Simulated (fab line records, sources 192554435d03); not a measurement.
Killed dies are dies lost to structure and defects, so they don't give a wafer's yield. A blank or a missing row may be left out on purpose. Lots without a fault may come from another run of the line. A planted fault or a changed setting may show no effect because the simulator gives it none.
fab line records | flow n5_finfet
record lots=15 wafers=45 last_day=18
route steps=1938 shown BEOL_M7@1266
lots that met no fault: from a run of the same line without faults
start_h: hours from the record's first day to the start of the lot's first wafer shown | wait_h: hours since the lot's step before | " the same as in the row above | L1.1+2: a row that stands for several wafers | - no value, or no start given | * or withheld: withheld | < > ~ a bound
route shown NAME@n: a module of which the file shows steps, and the number in the route of the first | usual: mean/standard deviation of fault-free wafers | same: alike in all rows | chamber/n: place in a boat | sites: the reading at each site | _std_site: their standard deviation | _edge_site: outer sites' mean less inner sites' | radius_mm: how far each site lies from the wafer's centre | mask NAME#n: copy n | behind: the tool/chamber that last shaped the wafer | hold: why the lot was held/for how many hours/how that ended | device: the transistor (n, p or np) that didn't switch | end of line: the same wafers' tests at the end of the route | a step without rows: its recipe alone | killed: dies lost to structure and defects at the first sort, not the wafer's yield | map: a wafer's dies, x killed, . not, _ none there
set.NAME: the setting as run; set.NAME@STEP: as run at that earlier step | model.NAME: the simulator's own value behind a step, which no gauge read
steps of the route over a sample of lots; a table a step, a row a wafer
services: from which hour (start_h, from the record's first day; less than 0 if before it) a tool's chamber was out of use, for how many hours, and why
## steps
# step N5_BEOL_M7_PECVD_70
# recipe material=SiO2 target_thk_a=200 temp_c=400 precursor=TEOS/O2 pressure_torr=5.5 rf_w=450 teos_flow_sccm=53.8 gas=O2 flow_sccm=3000 time_s=22.7
# usual heater_power_w=719/100 showerhead_plenum_p_Torr=8.79/0.058 throttle_valve_pct=23.1/1.4
# columns lot.wafer tool chamber start_h wait_h heater_power_w showerhead_plenum_p_Torr throttle_valve_pct
L100.1 pecvd-02 0 193.47 0.0 773 8.87 23.4
L100.3 " 0 " " 769 8.86 23.6
L100.6 " 0 " " 773 8.85 23.5
L101.3 pecvd-02 0 196.68 0.1 744 8.87 23.3
L101.4 " 1 " " 715 8.77 24.5
L101.6 " 0 " " 729 8.85 23.4
L103.3 pecvd-01 1 212.04 0.0 973 8.93 24.2
L103.4 " 0 " " 634 8.80 21.5
L103.5 " 2 " " 819 8.68 21.3
L104.1 pecvd-02 1 214.14 0.0 615 8.77 24.8
L104.4 " 2 " " 672 8.78 21.0
L104.5 " 1 " " 602 8.73 24.7
L105.2 pecvd-02 2 218.03 0.0 707 8.76 21.2
L105.3 " 0 " " 678 8.85 23.6
L105.5 " 2 " " 731 8.75 21.4
L106.2 pecvd-01 2 236.53 0.0 879 8.68 21.3
L106.3 " 1 " " 944 8.91 24.2
L106.6 " 1 " " 945 8.92 24.1
L109.1 pecvd-03 1 251.61 0.0 745 8.84 25.1
L109.3 " 0 " " 542 8.79 22.5
L109.6 " 2 " " 638 8.73 21.4
L113.2 pecvd-01 0 267.78 0.0 656 8.81 21.4
L113.3 " 2 " " 823 8.68 21.2
L113.4 " 0 " " 696 8.81 22.0
L114.2 pecvd-03 0 270.76 0.0 577 8.80 22.6
L114.3 " 1 " " 849 8.82 24.9
L114.4 " 2 " " 679 8.75 21.5
L115.1 pecvd-03 1 278.33 0.0 884 8.81 25.1
L115.3 " 0 " " 574 8.80 23.0
L115.4 " 2 " " 659 8.72 21.0
L118.1 pecvd-03 2 316.23 0.0 720 8.72 21.2
L118.4 " 2 " " 721 8.75 21.6
L118.5 " 0 " " 518 8.78 22.7
L122.2 pecvd-03 2 320.14 0.0 625 8.69 21.4
L122.3 " 1 " " 768 8.84 25.0
L122.5 " 2 " " 637 8.72 21.3
L119.1 pecvd-02 0 321.41 0.0 791 8.87 23.3
L119.2 " 1 " " 685 8.76 24.7
L119.4 " 0 " " 782 8.86 23.7
L120.2 pecvd-03 0 326.49 0.0 510 8.79 22.6
L120.3 " 2 " " 734 8.71 21.2
L120.6 " 2 " " 730 8.72 21.6
L121.3 pecvd-03 0 343.50 0.0 619 8.78 22.8
L121.4 " 2 " " 721 8.73 21.6
L121.5 " 0 " " 627 8.78 22.8
# step N5_BEOL_M7_HM_DEP_02
# recipe material=TiN target_thk_a=200 temp_c=25 chamber_pressure_pa=0.49996
# usual throttle_valve_pct=30.2/1.1
# columns lot.wafer tool chamber start_h wait_h throttle_valve_pct
L100.1 pvd_sputter-03 - 195.23 1.7 28.9
L100.3 " - " " 29.3
L100.6 " - " " 31.4
L101.3 pvd_sputter-02 - 198.20 1.5 30.7
L101.4 " - " " 31.1
L101.6 " - " " 31.5
L103.3 pvd_sputter-01 - 212.43 0.4 31.3
L103.4 " - " " 28.7
L103.5 " - " " 29.5
L104.1 pvd_sputter-03 - 215.45 1.3 29.1
L104.4 " - " " 28.9
L104.5 " - " " 29.3
L105.2 pvd_sputter-02 - 218.32 0.3 31.4
L105.3 " - " " 29.6
L105.5 " - " " 29.4
L106.2 pvd_sputter-02 - 237.09 0.5 29.6
L106.3 " - " " 31.0
L106.6 " - " " 31.2
L109.1 pvd_sputter-02 - 252.74 1.1 31.1
L109.3 " - " " 30.5
L109.6 " - " " 30.7
L113.2 pvd_sputter-01 - 268.21 0.4 28.7
L113.3 " - " " 28.8
L113.4 " - " " 29.5
L114.2 pvd_sputter-03 - 272.73 2.0 31.5
L114.3 " - " " 29.4
L114.4 " - " " 31.5
L115.1 pvd_sputter-03 - 279.49 1.1 28.9
L115.3 " - " " 29.3
L115.4 " - " " 31.5
L118.1 pvd_sputter-03 - 318.33 2.1 31.6
L118.4 " - " " 29.6
L118.5 " - " " 29.4
L122.2 pvd_sputter-02 - 322.47 2.3 30.9
L122.3 " - " " 31.2
L122.5 " - " " 29.5
L119.1 pvd_sputter-02 - 322.95 1.5 30.6
L119.2 " - " " 31.2
L119.4 " - " " 31.0
L120.2 pvd_sputter-01 - 326.64 0.1 31.1
L120.3 " - " " 28.8
L120.6 " - " " 29.3
L121.3 pvd_sputter-03 - 345.25 1.7 31.2
L121.4 " - " " 29.4
L121.5 " - " " 29.3
# step N5_BEOL_M7_STRIP_67
# recipe chemistry=CF4 resist=SiARC power_w=300 bias_power_w=75 pressure_mtorr=50 cf4_flow_sccm=150 rf_frequency_hz=6e+07
# usual drypump_motor_current_A=5.6/0.34 oes_product_au=0.79/0.075 rf_vpp_V=271.0/1.2 showerhead_plenum_p_Torr=1.79/0.041 throttle_valve_pct=13.57/0.2
# columns lot.wafer tool chamber start_h wait_h drypump_motor_current_A oes_product_au rf_hours_counter_h rf_vpp_V showerhead_plenum_p_Torr throttle_valve_pct
L100.1 rie_diel-02 3 196.05 0.0 5.1 0.81 81 269.8 1.81 13.28
L100.3 " 2 " " 5.5 0.72 205 271.0 1.78 13.49
L100.6 " 0 " " 5.5 0.91 - 271.6 1.82 13.48
L101.3 rie_diel-06 1 199.20 0.0 5.3 0.77 147 271.5 1.79 13.71
L101.4 " 2 " " 6.0 0.85 59 268.7 1.76 13.57
L101.6 " 3 " " 5.5 0.73 - 270.9 1.71 13.82
L103.3 rie_diel-06 3 213.23 0.0 5.5 0.74 192 268.8 1.71 13.86
L103.4 " 0 " " 5.1 0.69 236 273.5 1.83 13.59
L103.5 " 1 " " 5.3 0.77 - 271.7 1.79 13.70
L104.1 rie_diel-06 2 216.30 0.0 6.0 0.83 64 270.1 1.76 13.59
L104.4 " 0 " " 5.1 0.68 238 272.1 1.83 13.58
L104.5 " 3 " " 5.5 0.73 - 270.5 1.71 13.84
L105.2 rie_diel-02 2 219.15 0.0 5.5 0.72 212 269.5 1.77 13.53
L105.3 " 0 " " 5.4 0.90 23 272.1 1.81 13.51
L105.5 " 3 " " 5.2 0.80 - 271.6 1.81 13.27
L106.2 rie_diel-02 2 237.95 0.0 5.5 0.71 217 270.0 1.77 13.54
L106.3 " 1 " " 6.1 0.86 59 273.6 1.80 13.69
L106.6 " 0 " " 5.5 0.90 - 269.9 1.81 13.53
L109.1 rie_diel-02 0 253.81 0.0 5.4 0.88 33 272.0 1.81 13.53
L109.3 " 1 " " 6.1 0.86 64 271.8 1.80 13.71
L109.6 " 0 " " 5.4 0.88 - 271.7 1.81 13.54
L113.2 rie_diel-06 1 269.70 0.0 5.3 0.76 170 271.7 1.78 13.74
L113.3 " 3 " " 5.5 0.73 207 270.1 1.71 13.89
L113.4 " 1 " " 5.3 0.75 - 271.0 1.79 13.75
L114.2 rie_diel-02 3 273.72 0.0 5.2 0.78 107 270.5 1.81 13.32
L114.3 " 2 " " 5.5 0.70 230 270.0 1.77 13.56
L114.4 " 0 " " 5.5 0.86 40 272.0 1.81 13.56
L115.1 rie_diel-06 0 280.35 0.0 5.0 0.98 2 272.5 1.83 13.06
L115.3 " 3 " " 5.5 0.73 210 270.1 1.70 13.90
L115.4 " 2 " " 6.0 0.82 85 270.1 1.75 13.63
L118.1 rie_diel-04 1 319.24 0.0 5.8 0.78 139 269.7 1.73 13.46
L118.4 " 1 " " 5.8 0.78 - 269.6 1.73 13.46
L118.5 " 3 " " 5.4 0.71 - 271.7 1.85 13.70
L122.2 rie_diel-02 2 323.23 0.0 5.5 0.69 243 272.0 1.77 13.60
L122.3 " 3 " " 5.2 0.77 123 271.0 1.80 13.37
L122.5 " 2 " " 5.5 0.69 - 270.4 1.77 13.59
L119.1 rie_diel-06 1 323.78 0.0 5.3 0.75 187 270.9 1.78 13.80
L119.2 " 3 " " 5.5 0.72 223 269.4 1.70 13.90
L119.4 " 0 " " 5.1 0.93 16 271.5 1.82 13.10
L120.2 rie_diel-04 1 327.77 0.0 5.8 0.78 141 270.1 1.73 13.45
L120.3 " 2 " " 6.1 0.71 204 272.6 1.85 13.55
L120.6 " 3 " " 5.4 0.71 - 273.1 1.84 13.71
L121.3 rie_diel-04 1 346.17 0.0 5.8 0.77 147 269.2 1.73 13.47
L121.4 " 3 " " 5.3 0.71 222 273.6 1.84 13.73
L121.5 " 2 " " 6.1 0.71 - 273.6 1.85 13.59
# step N5_BEOL_M7_HM_OPEN_17
# recipe chemistry=Cl2/BCl3 target_depth_a=200 overetch_a=60 target=TiN mask_material=SOC ion_energy_ev=150 pressure_mtorr=10 icp_w=1000 bias_w=126 Cl2_flow_sccm=53.25 bcl3_flow_sccm=21.75 Ar_flow_sccm=25
# usual bcl3_flow_sccm=21.75/0.069 bias_w=126.0/0.35 drypump_motor_current_A=6.0/0.38 oes_product_au=0.61/0.057 throttle_valve_pct=22.3/0.32
# columns lot.wafer tool chamber start_h wait_h bcl3_flow_sccm bias_w drypump_motor_current_A oes_product_au rf_hours_counter_h throttle_valve_pct
L100.1 rie_metal-01 1 196.10 0.0 21.83 125.8 6.1 0.60 78 22.4
L100.3 " 1 " " 21.84 125.8 6.1 0.60 - 22.4
L100.6 " 1 " " 21.77 125.4 6.1 0.60 - 22.4
L101.3 rie_metal-01 1 199.29 0.1 21.71 126.0 6.0 0.60 - 22.4
L101.4 " 0 " " 21.73 125.8 5.8 0.55 - 22.8
L101.6 " 0 " " 21.65 126.1 5.8 0.54 - 22.7
L103.3 rie_metal-01 1 213.30 0.1 21.78 126.5 6.1 0.58 - 22.5
L103.4 " 0 " " 21.74 126.3 5.8 0.55 - 22.8
L103.5 " 0 " " 21.68 125.9 5.8 0.55 - 22.7
L104.1 rie_metal-02 0 216.34 0.0 21.62 126.1 6.5 0.61 75 21.8
L104.4 " 1 " " 21.71 125.9 5.7 0.73 - 22.0
L104.5 " 0 " " 21.66 126.3 6.5 0.61 - 21.8
L105.2 rie_metal-03 0 219.19 0.0 21.82 126.4 6.6 0.60 67 22.5
L105.3 " 0 " " 21.76 126.0 6.5 0.61 - 22.5
L105.5 " 1 " " 21.68 126.4 5.4 0.68 - 22.1
L106.2 rie_metal-03 1 237.99 0.0 21.74 126.6 5.5 0.68 35 22.1
L106.3 " 0 " " 21.64 126.0 6.6 0.60 - 22.5
L106.6 " 1 " " 21.82 126.1 5.5 0.69 - 22.1
L109.1 rie_metal-03 1 253.85 0.0 21.69 126.0 5.4 0.68 36 22.1
L109.3 " 0 " " 21.89 126.6 6.6 0.60 - 22.5
L109.6 " 1 " " 21.71 125.7 5.4 0.68 - 22.1
L113.2 rie_metal-03 1 269.74 0.0 - - - - - -
L113.3 " 1 " " - - - - - -
L113.4 " 0 " " - - - - - -
L114.2 rie_metal-02 1 273.76 0.0 - - - - - -
L114.3 " 1 " " - - - - - -
L114.4 " 0 " " - - - - - -
L115.1 rie_metal-01 1 280.40 0.0 - - - - - -
L115.3 " 1 " " - - - - - -
L115.4 " 0 " " - - - - - -
L118.1 rie_metal-02 0 319.29 0.0 21.72 126.0 6.5 0.59 81 21.8
L118.4 " 1 " " 21.90 126.3 5.7 0.71 - 22.0
L118.5 " 0 " " 21.72 126.0 6.5 0.59 - 21.8
L122.2 rie_metal-01 1 323.27 0.0 21.74 125.9 6.0 0.58 91 22.5
L122.3 " 0 " " 21.70 125.9 5.8 0.53 - 22.8
L122.5 " 0 " " 21.75 125.9 5.8 0.54 - 22.8
L119.1 rie_metal-03 0 323.82 0.0 21.79 126.8 6.6 0.59 78 22.5
L119.2 " 1 " " 21.75 125.8 5.5 0.66 44 22.1
L119.4 " 0 " " 21.74 126.0 6.6 0.59 - 22.5
L120.2 rie_metal-02 0 327.81 0.0 21.88 125.7 6.5 0.59 82 21.8
L120.3 " 0 " " 21.88 125.9 6.5 0.60 - 21.8
L120.6 " 1 " " 21.75 125.6 5.7 0.71 - 22.0
L121.3 rie_metal-02 0 346.24 0.1 21.67 126.2 6.5 0.59 - 21.8
L121.4 " 1 " " 21.65 126.4 5.7 0.70 - 22.0
L121.5 " 0 " " 21.76 126.4 6.5 0.60 - 21.8
# step N5_BEOL_M7_CD_MEAS_18
# recipe pitch_nm=80 target_cd_nm=40
# usual cd_nm=39.8/0.58
# columns lot.wafer tool chamber start_h wait_h cd_nm
L100.1 cd_sem-03 - 196.44 0.0 39.6
L100.3 " - " " 39.9
L100.6 " - " " 39.1
L101.3 cd_sem-03 - 199.46 0.1 40.1
L101.4 " - " " 39.6
L101.6 " - " " 40.5
L103.3 cd_sem-01 - 213.50 0.1 40.0
L103.4 " - " " 39.9
L103.5 " - " " 40.2
L104.1 cd_sem-01 - 216.53 0.0 39.7
L104.4 " - " " 40.0
L104.5 " - " " 40.0
L105.2 cd_sem-02 - 219.37 0.1 40.1
L105.3 " - " " 39.1
L105.5 " - " " 39.7
L106.2 cd_sem-01 - 238.17 0.1 40.9
L106.3 " - " " 40.3
L106.6 " - " " 40.4
L109.1 cd_sem-02 - 254.17 0.1 40.0
L109.3 " - " " 39.4
L109.6 " - " " 40.1
L113.2 cd_sem-02 - 269.92 0.1 -
L113.3 " - " " -
L113.4 " - " " -
L114.2 cd_sem-02 - 274.14 0.1 -
L114.3 " - " " -
L114.4 " - " " -
L115.1 cd_sem-02 - 280.58 0.0 -
L115.3 " - " " -
L115.4 " - " " -
L118.1 cd_sem-02 - 319.48 0.0 39.6
L118.4 " - " " 39.9
L118.5 " - " " 39.7
L122.2 cd_sem-01 - 323.48 0.1 39.7
L122.3 " - " " 39.9
L122.5 " - " " 39.0
L119.1 cd_sem-03 - 324.00 0.0 40.3
L119.2 " - " " 39.3
L119.4 " - " " 39.6
L120.2 cd_sem-02 - 327.99 0.1 40.2
L120.3 " - " " 40.2
L120.6 " - " " 39.0
L121.3 cd_sem-02 - 346.63 0.1 40.0
L121.4 " - " " 39.5
L121.5 " - " " 40.1
## services
# columns tool chamber start_h hours kind
rie_diel-02 3 171.82 10.5 repair
pvd_sputter-03 - 172.58 5.0 repair
rie_metal-01 1 182.26 8.9 repair
pecvd-02 2 186.39 16.3 repair
pecvd-01 - 192.75 2.8 pm
rie_diel-02 2 199.12 3.9 repair
rie_diel-06 - 201.04 0.4 repair
rie_diel-04 2 210.52 4.3 repair
pecvd-01 - 214.89 2.5 repair
rie_diel-04 0 233.13 1.3 repair
rie_diel-06 3 237.11 10.1 repair
pecvd-03 - 252.74 1.0 repair
pecvd-03 2 259.89 - calibration
rie_diel-02 2 262.89 2.0 repair
rie_diel-02 - 275.04 4.0 pm
rie_metal-03 - 279.12 1.4 pm
rie_metal-02 - 288.54 15.6 pm
rie_diel-02 2 291.71 6.1 repair
rie_diel-06 2 293.86 4.5 repair
rie_diel-06 3 298.24 2.1 repair
pecvd-01 2 307.36 4.2 repair
rie_metal-02 0 334.12 12.0 repair
rie_metal-02 1 341.29 1.8 repair
rie_metal-02 - 342.83 0.8 repair
## key
first_sign step=N5_BEOL_M7_HM_OPEN_17 reading=tool_record direction=missing
effect step=N5_BEOL_M7_CD_MEAS_18 reading=cd_nm direction=missing
met_at N5_BEOL_M7_HM_OPEN_17
struck_lots L113,L114,L115
later_rows_left_out L113.2,L113.3,L113.4,L114.2,L114.3,L114.4,L115.1,L115.3,L115.4
sort_left_out L113.2,L113.3,L113.4,L114.2,L114.3,L114.4,L115.1,L115.3,L115.4
not_acting_at N5_BEOL_M7_PECVD_70,N5_BEOL_M7_HM_DEP_02,N5_BEOL_M7_STRIP_67
onset_between 253.85 269.74
fault kind=skipped_step_whole tool=rie_metal-01,rie_metal-02,rie_metal-03 chamber=- onset_h=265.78 steps=N5_BEOL_M7_HM_OPEN_17 scope=struck_lots_only
# sort_left_out: the simulated sort isn't trusted on such a fault, so these wafers' sort isn't shown, and their yield isn't known
# later_rows_left_out: the simulator's readings of these wafers behind a module that went badly wrong aren't trusted and aren't shown, but for the sort
